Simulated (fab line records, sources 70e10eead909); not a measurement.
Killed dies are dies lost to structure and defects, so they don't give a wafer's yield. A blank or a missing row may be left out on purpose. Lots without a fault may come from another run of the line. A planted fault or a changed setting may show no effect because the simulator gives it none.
fab line records | flow nand_harc | part 1 of 2: steps 1 to 3 of 6
record lots=23 wafers=69 last_day=34
route steps=1302 shown A_STAIRCASE@670
lots that met no fault: from a run of the same line without faults
start_h: hours from the record's first day to the start of the lot's first wafer shown | wait_h: hours since the lot's step before | " the same as in the row above | L1.1+2: a row that stands for several wafers | - no value, or no start given | * or withheld: withheld | < > ~ a bound
route shown NAME@n: a module of which the file shows steps, and the number in the route of the first | usual: mean/standard deviation of fault-free wafers | same: alike in all rows | chamber/n: place in a boat | sites: the reading at each site | _std_site: their standard deviation | _edge_site: outer sites' mean less inner sites' | radius_mm: how far each site lies from the wafer's centre | mask NAME#n: copy n | behind: the tool/chamber that last shaped the wafer | hold: why the lot was held/for how many hours/how that ended | device: the transistor (n, p or np) that didn't switch | end of line: the same wafers' tests at the end of the route | a step without rows: its recipe alone | killed: dies lost to structure and defects at the first sort, not the wafer's yield | map: a wafer's dies, x killed, . not, _ none there
set.NAME: the setting as run; set.NAME@STEP: as run at that earlier step | model.NAME: the simulator's own value behind a step, which no gauge read
steps of the route over a sample of lots; a table a step, a row a wafer
services: from which hour (start_h, from the record's first day; less than 0 if before it) a tool's chamber was out of use, for how many hours, and why
## steps
# step NHARC_A_STAIRCASE_TRIM_14
# recipe time_s=211.2 o2_flow_sccm=500 ar_flow_sccm=0 bias_w=0 chemistry=O2
# usual drypump_motor_current_A=5.9/0.35 oes_product_au=1.002/0.0097 rf_vpp_V=57.9/0.99 showerhead_plenum_p_Torr=3.58/0.18 throttle_valve_pct=17.037/0.0084
# columns lot.wafer tool chamber start_h wait_h drypump_motor_current_A oes_product_au rf_hours_counter_h rf_vpp_V showerhead_plenum_p_Torr throttle_valve_pct
L075.2 rie_diel-08 0 - - 5.9 1.013 53 58.3 3.47 17.042
L075.1 " 2 " " 6.0 0.997 56 56.5 3.28 17.041
L075.6 " 0 " " 5.9 1.009 - 56.8 3.47 17.039
L074.3 rie_diel-08 3 - - 5.2 1.013 56 58.4 3.54 17.028
L074.4 " 1 " " 6.3 1.005 47 58.0 3.78 17.030
L074.5 " 0 " " 5.9 1.010 - 56.4 3.47 17.066
L077.2 rie_diel-13 1 - - 6.6 1.009 10 58.8 3.74 17.040
L077.3 " 2 " " 5.7 1.008 10 57.5 3.77 17.019
L077.1 " 0 " " 5.7 1.000 10 58.4 3.34 17.043
L076.4 rie_diel-13 2 - - 5.7 0.996 10 57.1 3.77 17.035
L076.3 " 1 " " 6.7 1.023 10 58.3 3.74 17.040
L076.5 " 2 " " 5.7 0.992 - 58.3 3.77 17.026
L078.1 rie_diel-13 2 - - 5.7 0.998 10 59.6 3.77 17.046
L078.2 " 3 " " 5.9 0.995 2 57.1 3.31 17.037
L078.6 " 3 " " 5.9 0.999 - 57.3 3.31 17.047
L079.2 rie_diel-05 3 - - 6.0 1.006 43 57.5 3.50 17.047
L079.3 " 2 " " 5.8 1.012 58 55.6 3.44 17.040
L079.5 " 0 " " 5.6 1.005 - 58.9 3.27 17.033
L080.3 rie_diel-08 2 - - 6.0 0.998 8 58.4 3.80 17.048
L080.2 " 3 " " 5.2 1.013 9 56.9 3.54 17.023
L080.4 " 0 " " 5.9 1.004 9 58.2 3.47 17.026
L081.2 rie_diel-05 0 - - 5.6 1.009 56 56.1 3.27 17.057
L081.1 " 1 " " 6.2 0.992 57 58.6 3.78 17.021
L081.4 " 3 " " 6.0 0.999 43 58.4 3.49 17.036
L082.3 rie_diel-05 3 - - 6.0 1.006 6 57.2 3.49 17.038
L082.1 " 1 " " 6.2 0.972 7 58.6 3.77 17.043
L082.5 " 2 " " 5.8 0.995 - 56.9 3.44 17.047
L083.1 rie_diel-08 2 - - 6.0 1.007 17 59.5 3.80 17.042
L083.3 " 1 " " 6.3 1.005 17 58.8 3.77 17.041
L083.6 " 2 " " 6.0 1.007 - 57.0 3.80 17.027
L085.2 rie_diel-05 3 - - 6.0 0.990 21 57.9 3.48 17.043
L085.1 " 0 " " 5.6 1.023 18 59.2 3.80 17.037
L085.5 " 2 " " 5.8 0.988 - 57.7 3.43 17.023
L084.3 rie_diel-05 3 - - 6.0 0.998 22 57.9 3.48 17.030
L084.1 " 0 " " 5.7 1.014 19 58.2 3.80 17.045
L084.2 " 1 " " 6.2 0.973 19 58.5 3.76 17.039
L086.2 rie_diel-13 2 - - 5.7 1.009 37 59.6 3.75 17.045
L086.3 " 0 " " 5.6 1.000 44 57.0 3.33 17.014
L086.5 " 1 " " 6.6 1.032 - 57.2 3.72 17.029
L087.2 rie_diel-05 1 - - 6.2 0.981 26 58.8 3.76 17.034
L087.6 " 1 " " 6.2 0.985 - 58.0 3.76 17.015
L087.5 " 2 " " 5.8 1.001 - 57.4 3.43 17.023
L088.2 rie_diel-08 2 - - 6.0 0.999 34 59.0 3.79 17.024
L088.3 " 1 " " 6.3 1.000 33 59.3 3.76 17.030
L088.5 " 2 " " 6.0 1.001 - 57.8 3.79 17.042
L090.3 rie_diel-05 0 - - 5.6 0.994 28 58.6 3.79 17.046
L090.5 " 3 " " 6.0 1.008 - 56.5 3.48 17.033
L090.6 " 0 " " 5.6 1.003 - 59.9 3.79 17.037
L089.1 rie_diel-05 0 - - 5.7 1.013 29 58.8 3.79 17.046
L089.3 " 2 " " 5.8 1.008 34 57.6 3.42 17.027
L089.2 " 3 " " 6.0 0.995 34 57.6 3.48 17.043
L092.4 rie_diel-13 3 - - 5.9 1.003 2 57.1 3.29 17.039
L092.3 " 0 " " 5.6 0.983 2 57.7 3.32 17.035
L092.1 " 1 " " 6.6 1.015 3 58.2 3.71 17.045
L093.2 rie_diel-08 2 - - 6.0 1.003 0 57.4 3.78 17.027
L093.4 " 3 " " 5.2 1.004 0 58.5 3.51 17.039
L093.5 " 1 " " 6.3 1.002 - 57.6 3.75 17.032
L095.1 rie_diel-08 2 - - 6.0 1.003 3 57.7 3.78 17.043
L095.3 " 0 " " 5.9 1.003 3 57.4 3.44 17.030
L095.5 " 2 " " 6.0 0.997 - 57.6 3.78 17.030
L094.3 rie_diel-13 1 - - 6.6 1.015 12 57.2 3.71 17.055
L094.4 " 2 " " 5.7 1.004 11 59.2 3.74 17.057
L094.1 " 3 " " 5.9 0.997 8 57.8 3.29 17.035
L096.4 rie_diel-05 2 - - 5.8 1.006 57 58.6 3.41 17.042
L096.3 " 0 " " 5.6 1.019 54 58.7 3.78 17.033
L096.1 " 1 " " 6.1 0.995 55 58.8 3.74 17.038
L097.4 rie_diel-08 0 - - 5.9 1.005 14 57.5 3.43 17.046
L097.3 " 2 " " 6.0 1.007 11 57.4 3.77 17.047
L097.6 " 0 " " 5.9 1.004 - 57.5 3.43 17.045
# step NHARC_A_STAIRCASE_TRIM_18
# recipe time_s=211.2 o2_flow_sccm=500 ar_flow_sccm=0 bias_w=0 chemistry=O2
# usual drypump_motor_current_A=5.9/0.34 oes_product_au=1.001/0.01 rf_vpp_V=57.9/0.84 showerhead_plenum_p_Torr=3.57/0.18 throttle_valve_pct=17.034/0.0093
# columns lot.wafer tool chamber start_h wait_h drypump_motor_current_A oes_product_au rf_hours_counter_h rf_vpp_V showerhead_plenum_p_Torr throttle_valve_pct
L075.2 rie_diel-08 0 - - 5.9 1.001 54 56.7 3.47 17.048
L075.1 " 2 " " 6.0 0.994 57 58.4 3.28 17.048
L075.6 " 1 " " 6.3 0.994 - 59.8 3.78 17.048
L074.3 rie_diel-08 2 - - 6.0 0.991 60 57.8 3.28 17.058
L074.4 " 3 " " 5.2 0.994 59 57.0 3.54 17.040
L074.5 " 1 " " 6.3 0.996 - 58.2 3.78 17.041
L077.1 rie_diel-13 3 - - 5.9 1.000 2 57.5 3.31 17.027
L077.3 " 1 " " 6.6 1.012 11 58.1 3.74 17.052
L077.2 " 2 " " 5.7 1.010 11 58.5 3.77 17.035
L076.3 rie_diel-13 3 - - 5.9 0.999 4 57.3 3.31 17.038
L076.4 " 0 " " 5.6 0.993 12 57.1 3.34 17.046
L076.5 " 3 " " 5.9 0.998 - 57.3 3.31 17.023
L078.2 rie_diel-13 0 - - 5.6 1.000 13 57.2 3.34 17.042
L078.1 " 1 " " 6.6 1.018 12 57.9 3.74 17.032
L078.6 " 0 " " 5.6 1.002 - 57.8 3.34 17.023
L079.3 rie_diel-05 3 - - 6.0 1.010 43 58.7 3.50 17.045
L079.2 " 0 " " 5.6 1.021 56 58.2 3.27 17.036
L079.5 " 1 " " 6.2 0.983 - 58.3 3.78 17.036
L081.4 rie_diel-05 0 - - 5.6 1.013 56 56.5 3.27 17.034
L081.1 " 1 " " 6.1 0.993 57 58.8 3.78 17.029
L081.2 " 2 " " 5.8 1.008 59 56.4 3.44 17.031
L080.4 rie_diel-08 0 - - 5.9 1.010 9 58.3 3.47 17.058
L080.2 " 2 " " 6.0 0.994 9 58.8 3.80 17.042
L080.3 " 3 " " 5.2 0.996 10 59.1 3.54 17.028
L082.3 rie_diel-05 3 - - 6.0 1.007 7 58.0 3.49 17.045
L082.1 " 0 " " 5.6 1.009 6 58.4 3.80 17.023
L082.5 " 2 " " 5.8 1.005 - 57.0 3.44 17.029
L083.1 rie_diel-08 3 - - 5.2 0.994 18 56.8 3.53 17.036
L083.3 " 0 " " 5.9 1.004 18 58.0 3.46 17.027
L083.6 " 3 " " 5.2 1.005 - 57.1 3.53 17.033
L085.2 rie_diel-05 2 - - 5.8 0.995 22 57.3 3.43 17.042
L085.1 " 3 " " 6.0 0.995 21 58.4 3.48 17.042
L085.5 " 1 " " 6.2 0.984 - 58.9 3.76 17.051
L084.3 rie_diel-05 2 - - 5.8 0.994 23 56.9 3.43 17.026
L084.1 " 3 " " 6.0 0.994 22 58.7 3.48 17.034
L084.2 " 0 " " 5.7 1.005 19 59.9 3.80 17.042
L086.3 rie_diel-13 0 - - 5.6 0.998 44 57.1 3.33 17.033
L086.2 " 1 " " 6.6 1.013 39 57.2 3.72 17.025
L086.5 " 0 " " 5.6 1.002 - 58.1 3.33 17.018
L087.2 rie_diel-05 0 - - 5.6 1.000 25 59.7 3.79 17.035
L087.6 " 3 " " 6.0 0.995 - 57.4 3.48 17.039
L087.5 " 0 " " 5.7 1.009 - 57.2 3.79 17.022
L088.2 rie_diel-08 2 - - 5.9 0.999 34 59.4 3.79 17.026
L088.3 " 0 " " 5.9 1.008 37 58.4 3.45 17.028
L088.5 " 2 " " 5.9 1.001 - 59.0 3.79 17.037
L090.3 rie_diel-05 1 - - 6.2 0.978 29 57.7 3.76 17.023
L090.6 " 3 " " 6.0 1.010 - 58.3 3.48 17.037
L090.5 " 0 " " 5.6 1.010 - 58.1 3.79 17.038
L089.3 rie_diel-05 3 - - 6.0 1.002 34 57.8 3.48 17.031
L089.2 " 0 " " 5.7 0.994 29 57.3 3.79 17.019
L089.1 " 2 " " 5.8 1.004 34 57.5 3.43 17.039
L092.1 rie_diel-13 0 - - 5.6 0.973 3 56.8 3.32 17.025
L092.4 " 1 " " 6.6 0.998 4 58.2 3.71 17.042
L092.3 " 3 " " 5.9 0.982 3 58.5 3.29 17.031
L093.4 rie_diel-08 1 - - 6.3 1.005 0 59.2 3.75 17.040
L093.2 " 3 " " 5.2 1.008 1 55.4 3.51 17.025
L093.5 " 1 " " 6.3 1.006 - 59.0 3.75 17.034
L095.1 rie_diel-08 0 - - 5.9 1.007 3 58.0 3.44 17.028
L095.3 " 1 " " 6.3 0.999 3 57.2 3.75 17.049
L095.5 " 1 " " 6.3 1.003 - 57.6 3.75 17.046
L094.4 rie_diel-13 3 - - 5.9 0.999 8 57.1 3.29 17.029
L094.1 " 0 " " 5.6 0.979 9 58.3 3.31 17.033
L094.3 " 2 " " 5.8 0.999 12 59.5 3.74 17.043
L096.1 rie_diel-05 2 - - 5.8 1.006 57 56.6 3.41 17.043
L096.3 " 3 " " 6.0 0.989 56 59.5 3.46 17.029
L096.4 " 1 " " 6.2 0.992 56 57.8 3.74 17.043
L097.4 rie_diel-08 2 - - 6.0 1.000 12 57.6 3.77 17.038
L097.3 " 3 " " 5.2 0.991 14 58.6 3.50 17.042
L097.6 " 2 " " 6.0 1.001 - 58.3 3.77 17.035
# step NHARC_A_STAIRCASE_TRIM_22
# recipe time_s=211.2 o2_flow_sccm=500 ar_flow_sccm=0 bias_w=0 chemistry=O2
# usual drypump_motor_current_A=5.9/0.37 oes_product_au=1.000/0.011 rf_vpp_V=57.9/0.89 showerhead_plenum_p_Torr=3.61/0.18 throttle_valve_pct=17.036/0.0087
# columns lot.wafer tool chamber start_h wait_h drypump_motor_current_A oes_product_au rf_hours_counter_h rf_vpp_V showerhead_plenum_p_Torr throttle_valve_pct
L075.2 rie_diel-13 0 - - 5.6 0.985 1 56.8 3.35 17.031
L075.1 " 1 " " 6.6 1.017 1 58.1 3.74 17.036
L075.6 " 2 " " 5.7 1.004 - 57.7 3.78 17.047
L074.3 rie_diel-05 1 - - 6.2 0.997 39 58.3 3.79 17.033
L074.4 " 3 " " 6.0 1.006 24 58.2 3.51 17.054
L074.5 " 2 " " 5.8 1.022 - 57.5 3.45 17.031
L077.2 rie_diel-08 0 - - 5.9 1.011 0 56.7 3.47 17.043
L077.3 " 1 " " 6.3 1.004 0 58.7 3.78 17.043
L077.1 " 2 " " 6.0 1.001 0 58.6 3.81 17.036
L076.4 rie_diel-13 3 - - 5.9 1.011 4 57.6 3.31 17.041
L076.3 " 0 " " 5.6 0.996 13 58.4 3.34 17.028
L076.5 " 3 " " 5.9 1.004 - 56.0 3.31 17.021
L078.2 rie_diel-08 2 - - 6.0 0.992 0 59.6 3.81 17.038
L078.1 " 0 " " 5.9 1.005 0 57.6 3.47 17.042
L078.6 " 2 " " 6.0 0.997 - 58.6 3.81 17.043
L079.3 rie_diel-13 1 - - 6.6 1.008 23 57.5 3.73 17.025
L079.2 " 2 " " 5.7 1.007 21 58.4 3.76 17.044
L079.5 " 1 " " 6.7 1.010 - 58.5 3.73 17.045
L081.4 rie_diel-08 1 - - 6.3 0.995 9 59.2 3.77 17.029
L081.2 " 3 " " 5.2 0.997 10 55.9 3.54 17.034
L081.1 " 0 " " 5.9 1.009 9 57.3 3.47 17.055
L080.2 rie_diel-13 1 - - 6.6 1.017 23 58.0 3.73 17.036
L080.3 " 2 " " 5.7 1.000 21 59.0 3.76 17.038
L080.4 " 3 " " 5.9 0.992 13 58.3 3.31 17.035
L082.1 rie_diel-08 2 - - 6.0 1.002 16 59.2 3.80 17.034
L082.3 " 3 " " 5.2 0.997 16 57.9 3.53 17.048
L082.5 " 1 " " 6.3 0.996 - 60.7 3.77 17.039
L083.3 rie_diel-05 1 - - 6.2 0.987 10 57.0 3.77 17.027
L083.1 " 3 " " 6.0 1.007 9 56.7 3.49 17.019
L083.6 " 0 " " 5.7 1.012 - 57.8 3.80 17.036
L085.2 rie_diel-05 0 - - 5.7 1.011 18 58.5 3.80 17.036
L085.1 " 1 " " 6.1 0.991 18 58.3 3.76 17.037
L085.5 " 1 " " 6.1 0.972 - 57.9 3.76 17.045
L084.1 rie_diel-05 3 - - 6.0 0.989 22 57.5 3.48 17.038
L084.3 " 0 " " 5.6 1.016 19 58.1 3.80 17.030
L084.2 " 2 " " 5.8 0.999 23 57.4 3.43 17.048
L086.2 rie_diel-05 1 - - 6.2 0.963 20 58.2 3.76 17.045
L086.3 " 2 " " 5.8 0.994 23 57.1 3.43 17.048
L086.5 " 1 " " 6.2 0.971 - 58.6 3.76 17.029
L087.2 rie_diel-13 3 - - 5.9 1.012 38 56.9 3.30 17.030
L087.6 " 0 " " 5.6 0.988 - 57.1 3.32 17.030
L087.5 " 1 " " 6.6 1.010 - 58.1 3.72 17.046
L088.2 rie_diel-08 2 - - 6.0 0.993 35 60.0 3.79 17.039
L088.3 " 3 " " 5.2 0.994 38 58.6 3.52 17.035
L088.5 " 1 " " 6.3 0.993 - 58.6 3.76 17.040
L090.3 rie_diel-05 0 - - 5.6 1.009 29 57.6 3.79 17.029
L090.5 " 0 " " 5.6 1.001 - 57.8 3.79 17.019
L090.6 " 1 " " 6.2 0.969 - 58.7 3.76 17.028
L089.1 rie_diel-05 3 - - 6.0 0.989 35 57.2 3.48 17.013
L089.3 " 0 " " 5.7 0.998 30 58.4 3.79 17.041
L089.2 " 1 " " 6.2 0.981 30 57.9 3.76 17.039
L092.1 rie_diel-08 2 - - 5.9 1.007 50 57.7 3.78 17.018
L092.3 " 3 " " 5.2 0.998 54 58.0 3.51 17.043
L092.4 " 0 " " 5.9 0.998 56 58.1 3.44 17.048
L093.2 rie_diel-13 2 - - 5.7 0.987 9 58.1 3.74 17.038
L093.4 " 3 " " 5.9 0.996 6 57.7 3.29 17.017
L093.5 " 1 " " 6.6 1.009 - 59.7 3.71 17.042
L095.3 rie_diel-08 3 - - 5.2 0.998 3 58.1 3.51 17.039
L095.1 " 1 " " 6.3 1.000 4 56.5 3.75 17.033
L095.5 " 3 " " 5.2 1.001 - 58.4 3.51 17.059
L094.4 rie_diel-13 2 - - 5.7 1.013 12 57.5 3.74 17.032
L094.3 " 3 " " 5.9 1.012 8 56.7 3.29 17.032
L094.1 " 0 " " 5.6 0.988 9 58.4 3.31 17.032
L096.4 rie_diel-05 2 - - 5.8 0.999 57 57.9 3.41 17.054
L096.1 " 3 " " 6.0 0.996 56 57.0 3.46 17.036
L096.3 " 0 " " 5.6 1.008 55 59.5 3.78 17.040
L097.4 rie_diel-08 1 - - 6.3 1.000 15 57.7 3.74 17.039
L097.3 " 0 " " 5.9 1.011 15 58.6 3.43 17.029
L097.6 " 1 " " 6.3 1.006 - 58.5 3.74 17.042
